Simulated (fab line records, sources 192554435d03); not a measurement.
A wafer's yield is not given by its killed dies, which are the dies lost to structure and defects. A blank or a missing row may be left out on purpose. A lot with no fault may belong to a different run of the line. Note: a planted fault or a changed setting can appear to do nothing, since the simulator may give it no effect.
Matching of chambers || flow n5 finfet || cmp-02 running N5_HKMG_FIN_CMP_23: 4 sister chambers
The step polishes, stops on SiNx, t overpolish 10 s, target thk 46.326 nm. 8 wafers are shown with their chamber, then 8 later ones without.

== EACH WAFER AND ITS CHAMBER ==
{"wafer": "L079.5", "chamber": 2, "motor current A (A)": 11.8, "time to endpoint s (s)": 10.1}
{"wafer": "L079.1", "chamber": 2, "motor current A (A)": 11.6, "time to endpoint s (s)": 12.0}
{"wafer": "L079.3", "chamber": 3, "motor current A (A)": 12.2, "time to endpoint s (s)": 13.8}
{"wafer": "L086.2", "chamber": 1, "motor current A (A)": 13.1, "time to endpoint s (s)": 11.5}
{"wafer": "L086.6", "chamber": 1, "motor current A (A)": 13.0, "time to endpoint s (s)": 11.6}
{"wafer": "L089.1", "chamber": 3, "motor current A (A)": 12.4, "time to endpoint s (s)": 14.9}
{"wafer": "L089.6", "chamber": 0, "motor current A (A)": 9.6, "time to endpoint s (s)": 13.9}
{"wafer": "L092.1", "chamber": 0, "motor current A (A)": 10.2, "time to endpoint s (s)": 10.1}

== WAFERS MISSING THEIR CHAMBER ==
{"wafer": "L092.2", "motor current A (A)": 11.9, "time to endpoint s (s)": 9.9}
{"wafer": "L092.3", "motor current A (A)": 11.4, "time to endpoint s (s)": 9.9}
{"wafer": "L094.1", "motor current A (A)": 12.7, "time to endpoint s (s)": 9.8}
{"wafer": "L094.4", "motor current A (A)": 12.6, "time to endpoint s (s)": 12.7}
{"wafer": "L094.6", "motor current A (A)": 12.2, "time to endpoint s (s)": 9.8}
{"wafer": "L096.3", "motor current A (A)": 12.1, "time to endpoint s (s)": 13.9}
{"wafer": "L096.4", "motor current A (A)": 10.2, "time to endpoint s (s)": 15.3}
{"wafer": "L096.6", "motor current A (A)": 11.3, "time to endpoint s (s)": 15.0}

== WHICH CHAMBER EACH ONE RAN IN ==
{"wafer": "L092.2", "from the rows above": 2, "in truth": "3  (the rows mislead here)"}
{"wafer": "L092.3", "from the rows above": 2, "in truth": 2}
{"wafer": "L094.1", "from the rows above": "can't be placed: 1 or 3", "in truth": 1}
{"wafer": "L094.4", "from the rows above": "can't be placed: 3 or 1", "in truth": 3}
{"wafer": "L094.6", "from the rows above": "can't be placed: 2 or 3 or 1", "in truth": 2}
{"wafer": "L096.3", "from the rows above": "can't be placed: 3 or 2", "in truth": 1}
{"wafer": "L096.4", "from the rows above": 0, "in truth": 0}
{"wafer": "L096.6", "from the rows above": "can't be placed: 2 or 3", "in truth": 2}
2 of 8 placed correctly. Can't be placed from these rows: 5 (the true chamber is among the candidates in 4). 1 placed wrongly.
How it was worked out, from the rows above alone: a wafer's distance from a chamber is the root of the sum, over the readings, of the square of ((its reading less the chamber's mean) divided by the reading's scatter). If the next closest chamber is less than 2 further off than the closest, the wafer can't be placed; otherwise it belongs to the closest. For every chamber, the mean is computed from those of its wafers that are shown. The scatter is the square root of a quotient: the sum, over the shown wafers, of each reading's squared deviation from its chamber's mean, divided by wafers minus chambers.
